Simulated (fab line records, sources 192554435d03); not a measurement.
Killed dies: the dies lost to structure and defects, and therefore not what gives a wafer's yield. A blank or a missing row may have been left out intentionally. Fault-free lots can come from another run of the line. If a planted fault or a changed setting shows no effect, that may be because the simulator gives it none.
fab line records ; flow n5_finfet ; part 2 of 2: steps 24 to 30 of 30
record lots=5; wafers=15; last_day=17
route steps=1938 shown BEOL_M6@1203
lots untouched by any fault: they come from a run of this same line in which no faults occurred
start_h: the number of hours between the record's first day and the start of the first shown wafer of the lot ; wait_h: how many hours have passed since the lot's step before this one ; " as in the row above ; L1.1+2: several wafers, shown together as one row ; - either no value or no given start ; * or withheld: withheld ; < > ~ a bound
route shown NAME@n: NAME is a module with steps in the file, n the number in the route of the first one ; usual: mean and standard deviation over wafers with no fault ; same: alike in all rows ; chamber/n: place in a boat ; sites: the reading at each site ; _std_site: the values' standard deviation ; _edge_site: the outer-site mean with the inner-site mean subtracted ; radius_mm: for every site, how far away it sits from the centre of the wafer ; mask NAME#n: copy n ; behind: the most recent tool/chamber to have shaped the wafer ; hold: reason for holding the lot/hours on hold/outcome of the hold ; device: whichever transistor did not switch (one of n, p or np) ; end of line: the tests these same wafers got at the end of their route ; a step with no rows: only its recipe ; killed: count of dies lost to structure and defects at first sort (not the wafer's yield) ; map: dies across one wafer; x = killed, . = not, _ = none there
set.NAME: the setting that was run; set.NAME@STEP: the one run at that earlier step ; model.NAME: the simulator's own value behind a step, which no gauge read
certain route steps with their lots: each step a table, each wafer a row
services: from which hour (start_h, from the record's first day; less than 0 if before it) a tool's chamber was out of use, for how many hours, and why
## steps
# step N5_BEOL_M6_DEVELOP_27
# recipe develop_time_s=30; developer=TMAH; resist=CAR-EUV; rinse_liquid=surfactant_rinse; dry=air_spin; dev_temp_c=23
# usual developer_temp_C=23.02/0.11
lot.wafer;tool;chamber;start_h;wait_h;developer_temp_C
L076.3;litho_track-02;0;-;-;23.07
L076.4;litho_track-02;0;-;-;22.96
L076.6;litho_track-02;0;-;-;22.96
L075.1;litho_track-04;0;-;-;23.05
L075.2;litho_track-04;0;-;-;23.13
L075.5;litho_track-04;0;-;-;23.00
L082.2;litho_track-03;0;-;-;22.97
L082.3;litho_track-03;0;-;-;22.87
L082.6;litho_track-03;0;-;-;22.95
L088.4;litho_track-03;0;-;-;22.85
L088.5;litho_track-03;0;-;-;22.97
L088.6;litho_track-03;0;-;-;22.95
L090.3;litho_track-03;0;-;-;22.95
L090.4;litho_track-03;0;-;-;22.84
L090.5;litho_track-03;0;-;-;22.85
# step N5_BEOL_M6_CD_MEAS_28
# recipe target_cd_nm=40; landing_energy_ev=500; detector=se_inlens
# usual cd_nm=40.14/0.23
# same landing_energy_ev=500
lot.wafer;tool;chamber;start_h;wait_h;cd_nm
L076.3;cd_sem-03;0;223.23;-;39.99
L076.4;cd_sem-03;0;223.23;-;40.27
L076.6;cd_sem-03;0;223.23;-;39.82
L075.1;cd_sem-02;0;223.79;-;40.04
L075.2;cd_sem-02;0;223.79;-;40.08
L075.5;cd_sem-02;0;223.79;-;40.14
L082.2;cd_sem-01;0;235.40;-;40.66
L082.3;cd_sem-01;0;235.40;-;40.03
L082.6;cd_sem-01;0;235.40;-;40.23
L088.4;cd_sem-01;0;298.77;-;40.13
L088.5;cd_sem-01;0;298.77;-;40.45
L088.6;cd_sem-01;0;298.77;-;40.36
L090.3;cd_sem-02;0;301.28;-;39.84
L090.4;cd_sem-02;0;301.28;-;39.96
L090.5;cd_sem-02;0;301.28;-;40.15
# step N5_BEOL_M6_OVL_MEAS_29
# recipe points_per_wafer=522
# usual V5_OVL=0.3/0.7
lot.wafer;tool;chamber;start_h;wait_h;V5_OVL[nm]
L076.3;overlay-01;0;223.27;0.0;1.2
L076.4;overlay-01;0;223.27;0.0;1.2
L076.6;overlay-01;0;223.27;0.0;-0.7
L075.1;overlay-02;0;223.82;0.0;0.6
L075.2;overlay-02;0;223.82;0.0;0.3
L075.5;overlay-02;0;223.82;0.0;-0.2
L082.2;overlay-01;0;235.43;0.0;0.8
L082.3;overlay-01;0;235.43;0.0;1.3
L082.6;overlay-01;0;235.43;0.0;1.0
L088.4;overlay-02;0;298.81;0.0;-0.1
L088.5;overlay-02;0;298.81;0.0;0.1
L088.6;overlay-02;0;298.81;0.0;0.9
L090.3;overlay-02;0;301.32;0.0;0.1
L090.4;overlay-02;0;301.32;0.0;-0.2
L090.5;overlay-02;0;301.32;0.0;-0.5
# step N5_BEOL_M6_INSPECT_30
# recipe mode=adi; inspect_instrument=brightfield
# usual raw_defect_count=407/90
lot.wafer;tool;chamber;start_h;wait_h;raw_defect_count
L076.3;defect_inspect-01;-;223.32;0.0;533
L076.4;defect_inspect-01;-;223.32;0.0;466
L076.6;defect_inspect-01;-;223.32;0.0;333
L075.1;defect_inspect-02;-;223.88;0.1;537
L075.2;defect_inspect-02;-;223.88;0.1;312
L075.5;defect_inspect-02;-;223.88;0.1;538
L082.2;defect_inspect-01;-;235.49;0.0;546
L082.3;defect_inspect-01;-;235.49;0.0;332
L082.6;defect_inspect-01;-;235.49;0.0;367
L088.4;defect_inspect-02;-;298.85;0.0;372
L088.5;defect_inspect-02;-;298.85;0.0;234
L088.6;defect_inspect-02;-;298.85;0.0;281
L090.3;defect_inspect-01;-;301.37;0.0;280
L090.4;defect_inspect-01;-;301.37;0.0;252
L090.5;defect_inspect-01;-;301.37;0.0;347
# step N5_BEOL_M6_DESCUM_33
# recipe chemistry=O2; time_s=7; source_power_w=50; bias_power_w=20; pressure_mtorr=20; rf_frequency_hz=2.712e+07; temp_c=40; resist=CAR-EUV; o2_flow_sccm=225
# usual drypump_motor_current_A=5.7/0.48; oes_product_au=0.82/0.087; rf_vpp_V=242.6/1.1; showerhead_plenum_p_Torr=2.06/0.049; temp_c=40.00/0.1; throttle_valve_pct=20.44/0.26
lot.wafer;tool;chamber;start_h;wait_h;drypump_motor_current_A;oes_product_au;rf_hours_counter_h;rf_vpp_V;showerhead_plenum_p_Torr;temp_c;throttle_valve_pct
L076.3;rie_diel-06;3;223.35;0.0;6.0;0.66;243;242.6;2.09;40.05;20.98
L076.4;rie_diel-06;3;223.35;0.0;6.0;0.66;-;242.1;2.09;40.20;20.97
L076.6;rie_diel-06;2;223.35;0.0;4.9;0.89;-;242.4;2.12;39.85;20.59
L075.1;rie_diel-01;0;224.03;0.2;4.9;0.67;246;242.2;2.05;40.09;20.80
L075.2;rie_diel-01;3;224.03;0.2;6.0;0.82;90;241.3;2.03;39.95;20.08
L075.5;rie_diel-01;1;224.03;0.2;6.3;0.92;-;242.0;2.06;40.09;20.32
L082.2;rie_diel-06;0;235.52;0.0;5.7;0.77;134;242.3;1.99;40.10;20.01
L082.3;rie_diel-06;1;235.52;0.0;5.8;0.68;231;242.2;2.05;39.97;20.58
L082.6;rie_diel-06;1;235.52;0.0;5.7;0.68;-;242.8;2.05;39.98;20.57
L088.4;rie_diel-03;2;299.19;0.3;5.8;0.91;22;245.7;2.24;40.07;20.56
L088.5;rie_diel-03;1;299.19;0.3;5.9;0.86;-;245.1;2.15;39.86;20.13
L088.6;rie_diel-03;0;299.19;0.3;5.2;0.68;-;240.4;1.97;39.92;20.38
L090.3;rie_diel-01;0;301.40;0.0;4.8;0.91;14;243.9;2.05;40.04;20.54
L090.4;rie_diel-01;1;301.40;0.0;6.3;0.88;41;242.9;2.05;39.89;20.38
L090.5;rie_diel-01;3;301.40;0.0;6.1;0.80;-;241.9;2.02;40.01;20.11
# step N5_BEOL_M6_ETCH_72
# recipe chemistry=N2/H2; target=underlayer; target_depth_a=65; mask_material=CAR-EUV; time_s=5.2; ion_energy_ev=200; pressure_mtorr=30; source_w=840; bias_w=150; n2_flow_sccm=200; h2_flow_sccm=200; ends=cleared
# usual drypump_motor_current_A=5.7/0.48; etch_rf_on_time_s=5.18/0.14; oes_product_au=0.70/0.073; rf_vpp_V=522.4/1.8; showerhead_plenum_p_Torr=2.49/0.056; throttle_valve_pct=17.77/0.27
lot.wafer;tool;chamber;start_h;wait_h;drypump_motor_current_A;etch_rf_on_time_s;oes_product_au;rf_hours_counter_h;rf_vpp_V;showerhead_plenum_p_Torr;throttle_valve_pct
L076.3;rie_diel-06;3;223.38;0.0;6.0;5.31;0.56;243;522.7;2.50;18.21
L076.4;rie_diel-06;3;223.38;0.0;6.0;5.28;0.56;-;521.9;2.50;18.22
L076.6;rie_diel-06;2;223.38;0.0;4.9;5.00;0.76;-;525.5;2.59;18.09
L075.1;rie_diel-01;0;224.07;0.0;4.8;5.14;0.57;246;522.9;2.50;18.24
L075.2;rie_diel-01;3;224.07;0.0;6.1;5.24;0.69;90;522.7;2.46;17.46
L075.5;rie_diel-01;1;224.07;0.0;6.3;5.31;0.79;-;522.6;2.47;17.48
L082.2;rie_diel-06;0;235.56;0.0;5.8;5.14;0.67;134;521.8;2.43;17.50
L082.3;rie_diel-06;1;235.56;0.0;5.7;5.00;0.59;231;521.4;2.49;17.96
L082.6;rie_diel-06;1;235.56;0.0;5.7;5.07;0.59;-;523.1;2.49;17.97
L088.4;rie_diel-03;2;299.22;0.0;5.8;5.26;0.77;22;528.5;2.71;17.78
L088.5;rie_diel-03;1;299.22;0.0;5.8;5.11;0.74;-;525.3;2.58;17.37
L088.6;rie_diel-03;0;299.22;0.0;5.2;5.21;0.59;-;519.5;2.42;18.05
L090.3;rie_diel-01;0;301.44;0.0;4.9;4.94;0.80;14;522.3;2.49;17.95
L090.4;rie_diel-01;1;301.44;0.0;6.3;5.23;0.73;41;521.9;2.46;17.52
L090.5;rie_diel-01;3;301.44;0.0;6.1;5.15;0.67;-;519.9;2.45;17.52
# step N5_BEOL_M6_ETCH_65
# recipe chemistry=CF4; target=SiARC; target_depth_a=156; mask_material=CAR-EUV; time_s=26; ion_energy_ev=80; pressure_mtorr=40; source_w=545; bias_w=36; Ar_flow_sccm=100; cf4_flow_sccm=100; ends=cleared
# usual drypump_motor_current_A=5.7/0.48; etch_rf_on_time_s=25.8/0.65; oes_product_au=0.70/0.073; rf_vpp_V=183.5/0.87; showerhead_plenum_p_Torr=2.10/0.041; throttle_valve_pct=15.56/0.25
lot.wafer;tool;chamber;start_h;wait_h;drypump_motor_current_A;etch_rf_on_time_s;oes_product_au;rf_hours_counter_h;rf_vpp_V;showerhead_plenum_p_Torr;throttle_valve_pct
L076.3;rie_diel-06;3;223.40;0.0;6.0;26.7;0.56;243;182.3;2.11;16.01
L076.4;rie_diel-06;3;223.40;0.0;6.0;26.7;0.56;-;183.9;2.11;16.00
L076.6;rie_diel-06;2;223.40;0.0;4.9;25.4;0.76;-;184.2;2.16;15.65
L075.1;rie_diel-01;0;224.08;0.0;4.8;25.1;0.58;246;182.6;2.13;16.13
L075.2;rie_diel-01;3;224.08;0.0;6.0;25.6;0.70;90;183.9;2.07;15.19
L075.5;rie_diel-01;1;224.08;0.0;6.3;25.7;0.80;-;183.6;2.09;15.32
L082.2;rie_diel-06;0;235.57;0.0;5.7;25.4;0.67;134;183.0;2.07;15.39
L082.3;rie_diel-06;1;235.57;0.0;5.8;25.0;0.59;231;182.5;2.12;15.87
L082.6;rie_diel-06;1;235.57;0.0;5.7;25.0;0.59;-;183.9;2.12;15.87
L088.4;rie_diel-03;2;299.24;0.0;5.8;26.8;0.76;22;185.1;2.28;15.51
L088.5;rie_diel-03;1;299.24;0.0;5.8;25.4;0.74;-;184.0;2.17;15.17
L088.6;rie_diel-03;0;299.24;0.0;5.2;26.3;0.59;-;181.6;2.03;15.64
L090.3;rie_diel-01;0;301.45;0.0;4.9;24.9;0.79;14;183.5;2.12;15.71
L090.4;rie_diel-01;1;301.45;0.0;6.3;26.0;0.74;41;182.9;2.08;15.38
L090.5;rie_diel-01;3;301.45;0.0;6.1;25.6;0.68;-;183.0;2.06;15.26
## services
tool;chamber;start_h;hours;kind
rie_diel-03;2;201.74;28.7;repair
arfi_scanner-03;-;203.82;0.6;repair
arfi_scanner-02;-;207.62;0.8;pm
rie_diel-06;1;214.36;13.2;repair
arfi_scanner-01;-;216.50;1.3;pm
rie_diel-03;-;219.88;28.1;pm
arfi_scanner-03;-;224.61;1.0;pm
arfi_scanner-01;-;234.45;5.4;repair
euv_scanner-02;-;235.42;1.0;pm
rie_metal-02;-;235.86;2.8;pm
rie_diel-01;0;238.87;-;clean
rie_metal-01;-;242.61;0.2;repair
euv_scanner-01;-;246.79;1.0;pm
arfi_scanner-03;-;248.90;1.3;pm
arfi_scanner-03;-;250.32;1.7;repair
arfi_scanner-02;-;252.64;1.3;pm
euv_scanner-01;-;259.74;0.7;repair
euv_scanner-01;-;266.10;4.6;pm
euv_scanner-02;-;270.70;12.0;pm
arfi_scanner-01;-;277.96;8.8;repair
euv_scanner-02;-;287.27;4.6;pm
euv_scanner-01;-;291.87;5.8;pm
euv_scanner-02;-;294.24;1.2;repair
euv_scanner-02;-;297.65;1.0;pm
